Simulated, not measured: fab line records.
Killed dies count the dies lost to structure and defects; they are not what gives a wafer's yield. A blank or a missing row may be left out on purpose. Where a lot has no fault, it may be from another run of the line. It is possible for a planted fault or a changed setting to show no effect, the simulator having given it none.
fab line records -- flow n5_finfet -- part 1 of 2: steps 1 to 4 of 6
record lots=24, wafers=72, last_day=21
route steps=1938 shown MIM_BOT_LITHO@1863 MIM_BOT_ETCH@1866 TV_LITHO@1885 TV_OPEN@1889 PASSIVATION@1909
lots untouched by any fault: they come from a run of this same line in which no faults occurred
start_h: hours from the record's opening day to when the first of the lot's shown wafers began -- wait_h: how many hours have passed since the lot's step before this one -- " as in the row above -- L1.1+2: a row that stands for several wafers -- - no value, or no start given -- * or withheld: withheld -- < > ~ a bound
route shown NAME@n: NAME is a module with steps in the file, n the number in the route of the first one -- usual: average and standard deviation across the fault-free wafers -- same: alike in all rows -- chamber/n: place in a boat -- sites: readings site by site -- _std_site: standard deviation across them -- _edge_site: the outer-site mean with the inner-site mean subtracted -- radius_mm: for every site, how far away it sits from the centre of the wafer -- mask NAME#n: copy n -- behind: the last tool/chamber to shape the wafer -- hold: why the lot went on hold/how many hours it stayed there/how the hold came to an end -- device: the n, p or np transistor that did not switch -- end of line: the same wafers' tests at the end of the route -- for a step that has no rows: nothing shown but its recipe -- killed: the dies lost at the first sort to structure and to defects; this is not the yield of the wafer -- map: dies across one wafer; x = killed, . = not, _ = none there
set.NAME: the setting that was run; set.NAME@STEP: the one run at that earlier step -- model.NAME: the simulator's own value behind a step, which no gauge read
the route's steps for a sample of lots (tables are steps, rows are wafers)
services: the hour from which a tool's chamber was out of use, counted from the record's first day as start_h (under 0 if before that day), plus the number of hours and why
## steps
# step N5_MIM_BOT_LITHO_OVL_MEAS_11
# recipe points_per_wafer=44
# usual MIM_BOT_OVL=3/5.6
lot.wafer,tool,chamber,start_h,wait_h,MIM_BOT_OVL[nm]
L076.2,overlay-01,0,296.95,0.0,-8
L076.4,overlay-01,0,296.95,0.0,-9
L076.6,overlay-01,0,296.95,0.0,-12
L077.3,overlay-01,0,297.76,0.0,8
L077.4,overlay-01,0,297.76,0.0,-3
L077.6,overlay-01,0,297.76,0.0,2
L075.2,overlay-01,0,315.94,0.0,0
L075.5,overlay-01,0,315.94,0.0,0
L075.6,overlay-01,0,315.94,0.0,-5
L078.1,overlay-01,0,318.42,0.0,-5
L078.2,overlay-01,0,318.42,0.0,1
L078.4,overlay-01,0,318.42,0.0,-2
L074.2,overlay-01,0,319.95,0.0,4
L074.3,overlay-01,0,319.95,0.0,-5
L074.4,overlay-01,0,319.95,0.0,-6
L079.1,overlay-02,0,321.77,0.0,5
L079.4,overlay-02,0,321.77,0.0,12
L079.6,overlay-02,0,321.77,0.0,10
L082.2,overlay-01,0,322.71,0.0,-3
L082.3,overlay-01,0,322.71,0.0,-3
L082.6,overlay-01,0,322.71,0.0,0
L080.1,overlay-01,0,324.26,0.0,-1
L080.4,overlay-01,0,324.26,0.0,9
L080.6,overlay-01,0,324.26,0.0,2
L081.2,overlay-01,0,329.95,0.0,-2
L081.4,overlay-01,0,329.95,0.0,-1
L081.6,overlay-01,0,329.95,0.0,-1
L084.1,overlay-01,0,347.63,0.0,8
L084.2,overlay-01,0,347.63,0.0,4
L084.5,overlay-01,0,347.63,0.0,2
L083.3,overlay-02,0,352.12,0.0,1
L083.5,overlay-02,0,352.12,0.0,2
L083.6,overlay-02,0,352.12,0.0,3
L085.2,overlay-01,0,367.52,0.0,7
L085.4,overlay-01,0,367.52,0.0,7
L085.5,overlay-01,0,367.52,0.0,9
L087.3,overlay-01,0,371.53,0.0,0
L087.4,overlay-01,0,371.53,0.0,-1
L087.6,overlay-01,0,371.53,0.0,0
L086.1,overlay-02,0,376.91,0.0,1
L086.2,overlay-02,0,376.91,0.0,4
L086.4,overlay-02,0,376.91,0.0,5
L088.1,overlay-01,0,389.74,0.0,0
L088.3,overlay-01,0,389.74,0.0,1
L088.5,overlay-01,0,389.74,0.0,2
L090.1,overlay-01,0,395.72,0.0,6
L090.2,overlay-01,0,395.72,0.0,9
L090.4,overlay-01,0,395.72,0.0,2
L089.1,overlay-02,0,399.42,0.0,9
L089.4,overlay-02,0,399.42,0.0,7
L089.6,overlay-02,0,399.42,0.0,-1
L091.2,overlay-01,0,424.14,0.0,13
L091.3,overlay-01,0,424.14,0.0,6
L091.5,overlay-01,0,424.14,0.0,14
L094.1,overlay-01,0,443.15,0.0,-3
L094.2,overlay-01,0,443.15,0.0,7
L094.4,overlay-01,0,443.15,0.0,2
L092.1,overlay-02,0,443.47,0.0,-1
L092.4,overlay-02,0,443.47,0.0,4
L092.5,overlay-02,0,443.47,0.0,0
L096.1,overlay-02,0,449.97,0.0,0
L096.3,overlay-02,0,449.97,0.0,8
L096.5,overlay-02,0,449.97,0.0,4
L093.3,overlay-02,0,450.13,0.0,8
L093.4,overlay-02,0,450.13,0.0,3
L093.6,overlay-02,0,450.13,0.0,1
L095.1,overlay-02,0,459.12,0.0,12
L095.3,overlay-02,0,459.12,0.0,10
L095.6,overlay-02,0,459.12,0.0,16
L097.1,overlay-02,0,486.02,0.0,-3
L097.4,overlay-02,0,486.02,0.0,7
L097.5,overlay-02,0,486.02,0.0,5
# step N5_MIM_BOT_ETCH_ETCH_04
# recipe chemistry=CF4/O2, target=SiNx, target_depth_a=260, time_s=13, ion_energy_ev=100, pressure_mtorr=40, source_w=535, bias_w=49, Ar_flow_sccm=100, cf4_flow_sccm=100, O2_flow_sccm=10
# usual drypump_motor_current_A=6.04/0.21, oes_product_au=0.79/0.09, rf_fwd_power_W=531.8/1.8, rf_vpp_V=240/5.2, showerhead_plenum_p_Torr=2.18/0.093, throttle_valve_pct=16.03/0.24
lot.wafer,tool,chamber,start_h,wait_h,drypump_motor_current_A,oes_product_au,rf_fwd_power_W,rf_hours_counter_h,rf_vpp_V,showerhead_plenum_p_Torr,throttle_valve_pct
L076.2,rie_diel-02,1,297.08,0.0,6.29,0.85,531.4,41,251,2.33,15.82
L076.4,rie_diel-02,0,297.08,0.0,6.28,0.79,534.4,93,233,2.14,15.95
L076.6,rie_diel-02,0,297.08,0.0,6.30,0.79,535.3,-,232,2.15,15.95
L077.3,rie_diel-04,1,297.88,0.0,6.07,0.73,531.9,193,238,2.12,16.24
L077.4,rie_diel-04,0,297.88,0.0,5.96,0.94,531.9,10,239,2.37,15.75
L077.6,rie_diel-04,3,297.88,0.0,6.14,0.75,531.6,-,234,2.11,16.17
L075.2,rie_diel-03,0,316.06,0.0,5.47,0.72,530.6,200,239,2.18,16.39
L075.5,rie_diel-03,1,316.06,0.0,5.93,0.67,531.6,-,242,2.09,16.37
L075.6,rie_diel-03,0,316.06,0.0,5.44,0.72,531.5,-,239,2.18,16.38
L078.1,rie_diel-04,3,318.56,0.0,6.11,0.74,535.1,143,233,2.10,16.17
L078.2,rie_diel-04,0,318.56,0.0,5.98,0.92,532.3,17,239,2.37,15.73
L078.4,rie_diel-04,1,318.56,0.0,6.04,0.73,530.6,200,238,2.11,16.28
L074.2,rie_diel-02,3,320.08,0.0,6.12,0.84,532.8,69,241,2.23,15.65
L074.3,rie_diel-02,0,320.08,0.0,6.29,0.78,534.5,100,235,2.14,15.98
L074.4,rie_diel-02,1,320.08,0.0,6.31,0.84,533.5,49,251,2.33,15.83
L079.1,rie_diel-04,0,321.95,0.0,6.05,0.91,532.6,17,240,2.37,15.72
L079.4,rie_diel-04,2,321.95,0.0,5.81,0.94,531.5,27,244,2.16,16.04
L079.6,rie_diel-04,1,321.95,0.0,6.05,0.72,530.2,-,239,2.11,16.28
L082.2,rie_diel-04,3,322.83,0.0,6.12,0.74,530.0,144,235,2.10,16.18
L082.3,rie_diel-04,2,322.83,0.0,5.80,0.95,530.2,28,245,2.16,16.06
L082.6,rie_diel-04,2,322.83,0.0,5.81,0.94,530.9,-,243,2.16,16.06
L080.1,rie_diel-02,3,324.46,0.0,6.10,0.84,532.5,70,241,2.23,15.63
L080.4,rie_diel-02,0,324.46,0.0,6.27,0.78,533.3,102,233,2.14,15.98
L080.6,rie_diel-02,3,324.46,0.0,6.11,0.84,536.4,-,240,2.23,15.64
L081.2,rie_diel-04,2,330.11,0.0,5.82,0.95,532.4,31,243,2.16,16.06
L081.4,rie_diel-04,1,330.11,0.0,6.04,0.72,532.2,204,239,2.11,16.28
L081.6,rie_diel-04,3,330.11,0.0,6.09,0.74,533.9,-,233,2.10,16.17
L084.1,rie_diel-03,1,347.75,0.0,5.93,0.67,532.6,211,242,2.09,16.39
L084.2,rie_diel-03,2,347.75,0.0,6.07,0.71,530.6,165,236,2.11,16.02
L084.5,rie_diel-03,3,347.75,0.0,5.85,0.98,530.3,-,248,2.18,15.57
L083.3,rie_diel-04,0,352.28,0.0,6.01,0.89,531.4,27,238,2.37,15.76
L083.5,rie_diel-04,0,352.28,0.0,5.99,0.89,533.8,-,239,2.37,15.75
L083.6,rie_diel-04,1,352.28,0.0,6.04,0.71,532.3,-,239,2.11,16.30
L085.2,rie_diel-02,1,367.64,0.0,6.29,0.82,531.2,66,251,2.33,15.86
L085.4,rie_diel-02,2,367.64,0.0,6.14,0.72,531.2,221,244,2.10,16.00
L085.5,rie_diel-02,0,367.64,0.0,6.28,0.76,532.2,-,234,2.14,16.01
L087.3,rie_diel-03,0,371.65,0.0,5.44,0.70,528.5,219,240,2.17,16.44
L087.4,rie_diel-03,1,371.65,0.0,5.95,0.66,533.9,219,241,2.09,16.41
L087.6,rie_diel-03,2,371.65,0.0,6.07,0.69,529.1,-,235,2.10,16.03
L086.1,rie_diel-02,1,377.03,0.0,6.30,0.82,528.2,68,251,2.32,15.88
L086.2,rie_diel-02,3,377.03,0.0,6.14,0.82,530.8,86,242,2.23,15.66
L086.4,rie_diel-02,0,377.03,0.0,6.27,0.76,530.9,120,234,2.14,15.99
L088.1,rie_diel-04,2,389.86,0.0,5.77,0.91,529.6,49,243,2.16,16.10
L088.3,rie_diel-04,1,389.86,0.0,6.04,0.71,533.0,222,238,2.11,16.31
L088.5,rie_diel-04,2,389.86,0.0,5.78,0.91,530.0,-,243,2.16,16.10
L090.1,rie_diel-02,1,395.85,0.0,6.31,0.81,534.7,75,251,2.32,15.88
L090.2,rie_diel-02,2,395.85,0.0,6.19,0.71,530.9,230,245,2.10,16.01
L090.4,rie_diel-02,1,395.85,0.0,6.29,0.81,531.6,-,251,2.32,15.90
L089.1,rie_diel-04,0,399.67,0.0,6.00,0.88,533.3,35,238,2.36,15.80
L089.4,rie_diel-04,0,399.67,0.0,6.03,0.90,529.5,-,240,2.36,15.78
L089.6,rie_diel-04,1,399.67,0.0,6.06,0.71,529.1,-,239,2.11,16.31
L091.2,rie_diel-03,3,424.27,0.0,5.87,0.92,531.8,30,248,2.17,15.60
L091.3,rie_diel-03,2,424.27,0.0,6.06,0.69,532.4,190,234,2.10,16.06
L091.5,rie_diel-03,1,424.27,0.0,5.93,0.65,534.9,-,243,2.08,16.46
L094.1,rie_diel-04,0,443.27,0.0,5.99,0.87,531.3,50,239,2.36,15.82
L094.2,rie_diel-04,3,443.27,0.0,6.15,0.70,533.0,186,233,2.09,16.25
L094.4,rie_diel-04,1,443.27,0.0,6.11,0.70,530.9,242,238,2.10,16.34
L092.1,rie_diel-02,1,443.60,0.0,6.30,0.79,530.6,95,249,2.31,15.94
L092.4,rie_diel-02,0,443.60,0.0,6.28,0.74,534.3,145,234,2.13,16.05
L092.5,rie_diel-02,3,443.60,0.0,6.11,0.80,531.3,-,242,2.22,15.69
L096.1,rie_diel-03,3,450.10,0.0,5.85,0.90,532.3,37,247,2.16,15.60
L096.3,rie_diel-03,1,450.10,0.0,5.93,0.66,534.2,243,240,2.08,16.45
L096.5,rie_diel-03,2,450.10,0.0,6.07,0.69,529.3,-,234,2.10,16.07
L093.3,rie_diel-04,3,450.25,0.0,6.14,0.70,533.0,188,234,2.09,16.26
L093.4,rie_diel-04,2,450.25,0.0,5.80,0.88,533.1,68,243,2.15,16.13
L093.6,rie_diel-04,3,450.25,0.0,6.09,0.71,533.3,-,234,2.09,16.26
L095.1,rie_diel-02,0,459.25,0.0,6.27,0.73,533.1,151,232,2.13,16.06
L095.3,rie_diel-02,2,459.25,0.0,6.16,0.71,530.7,245,242,2.10,16.05
L095.6,rie_diel-02,1,459.25,0.0,6.30,0.78,530.2,-,251,2.31,15.93
L097.1,rie_diel-04,2,486.15,0.0,5.78,0.85,530.2,85,242,2.14,16.17
L097.4,rie_diel-04,1,486.15,0.0,6.05,0.96,531.1,2,238,2.10,15.92
L097.5,rie_diel-04,0,486.15,0.0,6.02,0.83,532.4,-,240,2.35,15.84
# step N5_PASSIVATION_INSPECT_61
# recipe mode=adi, inspect_instrument=macro
# usual raw_defect_count=2.3/1.6
lot.wafer,tool,chamber,start_h,wait_h,raw_defect_count
L077.3,defect_inspect-02,-,309.56,0.0,3
L077.4,defect_inspect-02,-,309.56,0.0,1
L077.6,defect_inspect-02,-,309.56,0.0,4
L076.2,defect_inspect-02,-,311.01,0.0,2
L076.4,defect_inspect-02,-,311.01,0.0,3
L076.6,defect_inspect-02,-,311.01,0.0,8
L075.2,defect_inspect-02,-,320.39,0.0,2
L075.5,defect_inspect-02,-,320.39,0.0,4
L075.6,defect_inspect-02,-,320.39,0.0,6
L078.1,defect_inspect-01,-,320.42,0.0,3
L078.2,defect_inspect-01,-,320.42,0.0,1
L078.4,defect_inspect-01,-,320.42,0.0,1
L074.2,defect_inspect-01,-,322.81,0.0,2
L074.3,defect_inspect-01,-,322.81,0.0,2
L074.4,defect_inspect-01,-,322.81,0.0,3
L079.1,defect_inspect-01,-,323.26,0.0,2
L079.4,defect_inspect-01,-,323.26,0.0,4
L079.6,defect_inspect-01,-,323.26,0.0,4
L082.2,defect_inspect-01,-,324.32,0.0,1
L082.3,defect_inspect-01,-,324.32,0.0,1
L082.6,defect_inspect-01,-,324.32,0.0,0
L080.1,defect_inspect-01,-,326.65,0.0,2
L080.4,defect_inspect-01,-,326.65,0.0,2
L080.6,defect_inspect-01,-,326.65,0.0,4
L081.2,defect_inspect-02,-,335.40,0.0,2
L081.4,defect_inspect-02,-,335.40,0.0,1
L081.6,defect_inspect-02,-,335.40,0.0,4
L084.1,defect_inspect-01,-,349.20,0.0,3
L084.2,defect_inspect-01,-,349.20,0.0,4
L084.5,defect_inspect-01,-,349.20,0.0,6
L083.3,defect_inspect-02,-,353.62,0.0,2
L083.5,defect_inspect-02,-,353.62,0.0,2
L083.6,defect_inspect-02,-,353.62,0.0,1
L085.2,defect_inspect-02,-,370.63,0.0,1
L085.4,defect_inspect-02,-,370.63,0.0,2
L085.5,defect_inspect-02,-,370.63,0.0,2
L087.3,defect_inspect-01,-,373.81,0.0,1
L087.4,defect_inspect-01,-,373.81,0.0,0
L087.6,defect_inspect-01,-,373.81,0.0,2
L086.1,defect_inspect-01,-,378.69,0.0,4
L086.2,defect_inspect-01,-,378.69,0.0,1
L086.4,defect_inspect-01,-,378.69,0.0,1
L088.1,defect_inspect-01,-,394.50,0.0,1
L088.3,defect_inspect-01,-,394.50,0.0,4
L088.5,defect_inspect-01,-,394.50,0.0,5
L090.1,defect_inspect-01,-,397.14,0.0,0
L090.2,defect_inspect-01,-,397.14,0.0,4
L090.4,defect_inspect-01,-,397.14,0.0,2
L089.1,defect_inspect-02,-,402.85,0.0,2
L089.4,defect_inspect-02,-,402.85,0.0,1
L089.6,defect_inspect-02,-,402.85,0.0,4
L091.2,defect_inspect-02,-,426.22,0.0,0
L091.3,defect_inspect-02,-,426.22,0.0,1
L091.5,defect_inspect-02,-,426.22,0.0,1
L094.1,defect_inspect-02,-,446.52,0.0,5
L094.2,defect_inspect-02,-,446.52,0.0,1
L094.4,defect_inspect-02,-,446.52,0.0,2
L092.1,defect_inspect-01,-,446.67,0.0,2
L092.4,defect_inspect-01,-,446.67,0.0,4
L092.5,defect_inspect-01,-,446.67,0.0,0
L093.3,defect_inspect-02,-,452.10,0.0,1
L093.4,defect_inspect-02,-,452.10,0.0,1
L093.6,defect_inspect-02,-,452.10,0.0,1
L096.1,defect_inspect-01,-,452.25,0.0,2
L096.3,defect_inspect-01,-,452.25,0.0,5
L096.5,defect_inspect-01,-,452.25,0.0,3
L095.1,defect_inspect-02,-,461.87,0.0,1
L095.3,defect_inspect-02,-,461.87,0.0,2
L095.6,defect_inspect-02,-,461.87,0.0,3
L097.1,defect_inspect-02,-,493.28,0.0,0
L097.4,defect_inspect-02,-,493.28,0.0,2
L097.5,defect_inspect-02,-,493.28,0.0,3
# step N5_PASSIVATION_STRIP_14
# recipe chemistry=O2, power_w=600, temp_c=60, pressure_mtorr=30, rf_frequency_hz=6e+07, bias_power_w=0, overash_fraction=0.5, o2_flow_sccm=225
# usual drypump_motor_current_A=5.5/0.32, o2_flow_sccm=225.0/0.63, oes_product_au=0.79/0.09, rf_vpp_V=3.6/0.86, showerhead_plenum_p_Torr=2.08/0.078, throttle_valve_pct=16.7/0.3
lot.wafer,tool,chamber,start_h,wait_h,drypump_motor_current_A,o2_flow_sccm,oes_product_au,rf_hours_counter_h,rf_vpp_V,showerhead_plenum_p_Torr,throttle_valve_pct
L077.3,rie_diel-05,1,310.03,0.1,5.6,224.7,0.72,207,3.8,2.08,16.9
L077.4,rie_diel-05,2,310.03,0.1,5.5,225.0,0.96,2,4.2,2.08,16.5
L077.6,rie_diel-05,0,310.03,0.1,5.3,225.3,0.90,-,4.2,2.19,16.4
L076.2,rie_diel-01,0,311.61,0.1,5.2,224.0,0.91,32,3.0,2.14,16.2
L076.4,rie_diel-01,2,311.61,0.1,5.7,225.1,0.73,186,3.6,2.08,16.8
L076.6,rie_diel-01,1,311.61,0.1,5.6,224.8,0.94,-,5.2,2.13,16.5
L075.2,rie_diel-05,2,320.99,0.1,5.5,224.7,0.95,6,3.1,2.08,16.5
L075.5,rie_diel-05,1,320.99,0.1,5.7,224.2,0.72,-,3.2,2.08,16.9
L075.6,rie_diel-05,2,320.99,0.1,5.5,224.8,0.95,-,4.6,2.08,16.5
L078.1,rie_diel-01,3,321.39,0.1,5.5,223.8,0.84,86,3.3,2.23,16.9
L078.2,rie_diel-01,1,321.39,0.1,5.6,225.1,0.92,23,3.5,2.13,16.5
L078.4,rie_diel-01,0,321.39,0.1,5.2,224.6,0.91,36,3.2,2.14,16.2
L074.2,rie_diel-05,2,323.19,0.1,5.5,225.4,0.92,7,1.6,2.08,16.5
L074.3,rie_diel-05,0,323.19,0.1,5.4,224.3,0.88,62,3.2,2.19,16.4
L074.4,rie_diel-05,1,323.19,0.1,5.6,224.9,0.72,212,4.9,2.08,16.8
L079.1,rie_diel-05,2,323.68,0.1,5.5,224.6,0.94,7,4.3,2.08,16.5
L079.4,rie_diel-05,3,323.68,0.1,5.1,224.8,0.69,229,3.3,1.99,17.2
L079.6,rie_diel-05,1,323.68,0.1,5.6,225.1,0.72,-,4.7,2.08,16.9
L082.2,rie_diel-05,0,324.71,0.1,5.3,226.4,0.90,63,4.2,2.19,16.4
L082.3,rie_diel-05,2,324.71,0.1,5.5,225.2,0.93,7,4.2,2.08,16.5
L082.6,rie_diel-05,3,324.71,0.1,5.1,225.6,0.69,-,3.8,1.99,17.3
L080.1,rie_diel-06,2,327.04,0.1,6.0,225.0,0.69,217,3.5,1.98,17.0
L080.4,rie_diel-06,0,327.04,0.1,5.1,224.2,0.75,205,3.5,2.07,16.6
L080.6,rie_diel-06,2,327.04,0.1,6.0,224.6,0.70,-,3.1,1.98,17.0
L081.2,rie_diel-05,0,335.79,0.1,5.4,224.5,0.89,65,3.6,2.19,16.4
L081.4,rie_diel-05,1,335.79,0.1,5.6,224.3,0.71,215,3.8,2.08,16.9
L081.6,rie_diel-05,2,335.79,0.1,5.5,224.0,0.94,-,5.5,2.08,16.5
L084.1,rie_diel-06,2,349.77,0.2,6.0,225.1,0.68,223,3.5,1.98,17.0
L084.2,rie_diel-06,0,349.77,0.2,5.2,224.6,0.73,211,3.4,2.06,16.6
L084.5,rie_diel-06,2,349.77,0.2,6.0,225.9,0.70,-,3.0,1.98,17.0
L083.3,rie_diel-06,0,354.00,0.1,5.2,224.9,0.73,213,3.0,2.06,16.6
L083.5,rie_diel-06,1,354.00,0.1,5.6,225.1,0.83,-,2.7,2.00,16.3
L083.6,rie_diel-06,0,354.00,0.1,5.2,224.4,0.73,-,2.7,2.06,16.6
L085.2,rie_diel-05,3,371.13,0.1,5.1,224.4,0.70,240,3.1,1.99,17.3
L085.4,rie_diel-05,0,371.13,0.1,5.4,224.5,0.88,73,3.1,2.19,16.4
L085.5,rie_diel-05,1,371.13,0.1,5.6,225.4,0.71,-,4.3,2.07,16.9
L087.3,rie_diel-05,2,374.19,0.1,5.5,223.8,0.91,19,4.2,2.07,16.5
L087.4,rie_diel-05,0,374.19,0.1,5.4,224.5,0.86,75,4.3,2.19,16.4
L087.6,rie_diel-05,0,374.19,0.1,5.4,224.8,0.87,-,4.6,2.19,16.4
L086.1,rie_diel-06,0,379.08,0.1,5.2,224.8,0.73,220,3.1,2.06,16.6
L086.2,rie_diel-06,3,379.08,0.1,6.4,225.3,0.70,234,2.4,1.98,16.5
L086.4,rie_diel-06,2,379.08,0.1,5.9,223.6,0.70,233,2.9,1.98,17.0
L088.1,rie_diel-01,3,394.89,0.1,5.6,224.6,0.81,105,2.6,2.22,16.9
L088.3,rie_diel-01,1,394.89,0.1,5.5,225.2,0.86,43,4.5,2.12,16.6
L088.5,rie_diel-01,2,394.89,0.1,5.7,225.2,0.71,-,3.8,2.07,16.9
L090.1,rie_diel-01,0,397.53,0.1,5.2,225.0,0.87,55,2.4,2.13,16.3
L090.2,rie_diel-01,2,397.53,0.1,5.7,224.3,0.70,211,5.5,2.07,16.8
L090.4,rie_diel-01,3,397.53,0.1,5.6,225.0,0.82,106,3.0,2.22,16.9
L089.1,rie_diel-05,3,403.43,0.1,5.1,224.3,0.68,248,2.5,1.98,17.3
L089.4,rie_diel-05,0,403.43,0.1,5.3,224.5,0.84,77,2.1,2.19,16.4
L089.6,rie_diel-05,3,403.43,0.1,5.1,224.3,0.68,-,3.7,1.98,17.3
L091.2,rie_diel-06,2,426.61,0.1,6.0,225.7,0.69,244,4.5,1.97,17.1
L091.3,rie_diel-06,0,426.61,0.1,5.2,225.2,0.71,232,3.3,2.06,16.6
L091.5,rie_diel-06,1,426.61,0.1,5.6,225.8,0.80,-,2.8,1.99,16.4
L094.1,rie_diel-01,3,447.18,0.1,5.6,225.6,0.81,121,4.7,2.22,16.9
L094.2,rie_diel-01,1,447.18,0.1,5.6,223.6,0.86,55,4.1,2.12,16.6
L094.4,rie_diel-01,2,447.18,0.1,5.7,224.8,0.71,226,3.3,2.07,16.9
L092.1,rie_diel-06,0,447.24,0.1,5.1,225.5,0.71,241,3.7,2.05,16.7
L092.4,rie_diel-06,1,447.24,0.1,5.6,224.0,0.80,-,3.6,1.99,16.4
L092.5,rie_diel-06,0,447.24,0.1,5.1,225.7,0.70,-,3.3,2.05,16.6
L093.3,rie_diel-05,0,452.48,0.1,5.4,225.1,0.84,92,5.3,2.18,16.4
L093.4,rie_diel-05,3,452.48,0.1,5.0,225.8,0.97,7,2.3,2.25,16.9
L093.6,rie_diel-05,2,452.48,0.1,5.5,224.3,0.86,-,2.9,2.06,16.5
L096.1,rie_diel-01,2,452.64,0.1,5.7,224.3,0.70,228,3.8,2.06,16.9
L096.3,rie_diel-01,0,452.64,0.1,5.2,225.5,0.85,71,2.3,2.12,16.3
L096.5,rie_diel-01,2,452.64,0.1,5.7,225.3,0.69,-,3.5,2.07,16.9
L095.1,rie_diel-06,3,462.26,0.1,6.4,225.7,0.98,3,4.3,2.24,16.0
L095.3,rie_diel-06,1,462.26,0.1,5.6,225.8,0.80,118,4.6,1.99,16.4
L095.6,rie_diel-06,1,462.26,0.1,5.6,226.0,0.81,-,3.2,1.99,16.4
L097.1,rie_diel-01,1,493.83,0.1,5.6,224.6,0.83,68,3.2,2.11,16.6
L097.4,rie_diel-01,3,493.83,0.1,5.5,225.2,0.76,134,4.7,2.21,16.9
L097.5,rie_diel-01,1,493.83,0.1,5.5,223.5,0.83,-,3.6,2.12,16.6
